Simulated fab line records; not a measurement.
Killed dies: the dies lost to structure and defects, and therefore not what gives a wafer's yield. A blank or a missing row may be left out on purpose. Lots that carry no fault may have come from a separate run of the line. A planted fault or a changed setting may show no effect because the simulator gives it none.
One fault seen from 2 desks + flow n5 finfet + each desk has only its own numbers; what lay behind them comes last

DESK OF THE TOOL OWNER: pecvd-01
The tool's own readings at N5_BEOL_M5_PECVD_70 (deposits SiO2 from TEOS/O2, target thk 16 nm, time 18 s): means of the sampled wafers that have a number, for each lot that ran on this tool. Any lot whose mean is over 4 standard deviations away from the usual mean is out of limits and marked OUT; that distance is given in the brackets.
Columns: A = heater power w at N5_BEOL_M5_PECVD_70, usual 793 W; B = showerhead plenum p Torr at N5_BEOL_M5_PECVD_70, usual 8.77 Torr; C = throttle valve pct at N5_BEOL_M5_PECVD_70, usual 23.0 %
| lot  | first seen here | A   | B    | C    |
|------|-----------------|-----|------|------|
| L121 | day 8 22:15     | 815 | 8.81 | 22.2 |
| L122 | day 9 11:50     | 770 | 8.72 | 22.8 |
| L129 | day 12 00:17    | 893 | 8.81 | 22.1 |
| L128 | day 12 01:13    | 736 | 8.63 | 22.9 |
| L134 | day 13 04:51    | 769 | 8.63 | 22.9 |
This desk's verdict: no lot among the 5 shows anything out of limits.

METROLOGY DESK
Lot by lot, what the gauges showed, no matter which tool ran the lot: averages of those sampled wafers that carry a number. Any lot whose mean is over 4 standard deviations away from the usual mean is out of limits and marked OUT; that distance is given in the brackets.
Columns: A = M5_THK at N5_BEOL_M5_THK_MEAS_53, usual 61.9 nm; B = M5_RS at N5_BEOL_M5_RS_MEAS_57, usual 0.386 ohm/sq
| lot  | first seen here | A    | B     |
|------|-----------------|------|-------|
| L121 | day 9 11:04     | 62.0 | 0.386 |
| L122 | day 9 21:36     | 62.5 | 0.379 |
| L124 | day 10 15:01    | 62.4 | 0.384 |
| L129 | day 12 09:37    | 61.9 | 0.390 |
| L128 | day 12 13:31    | 62.5 | 0.382 |
| L134 | day 13 15:46    | 62.1 | 0.385 |
| L135 | day 14 00:31    | 63.7 | 0.375 |
| L138 | day 14 04:58    | 61.4 | 0.393 |
| L137 | day 14 05:38    | 62.3 | 0.383 |
| L140 | day 14 06:16    | 62.8 | 0.382 |
| L139 | day 16 01:01    | 62.1 | 0.382 |
This desk's verdict: no lot among the 11 shows anything out of limits.

ALL TOGETHER
The desk of the tool owner found nothing out of limits.
Nothing out of limits was seen by the metrology desk.

WHAT THE SIMULATOR HAD PUT IN
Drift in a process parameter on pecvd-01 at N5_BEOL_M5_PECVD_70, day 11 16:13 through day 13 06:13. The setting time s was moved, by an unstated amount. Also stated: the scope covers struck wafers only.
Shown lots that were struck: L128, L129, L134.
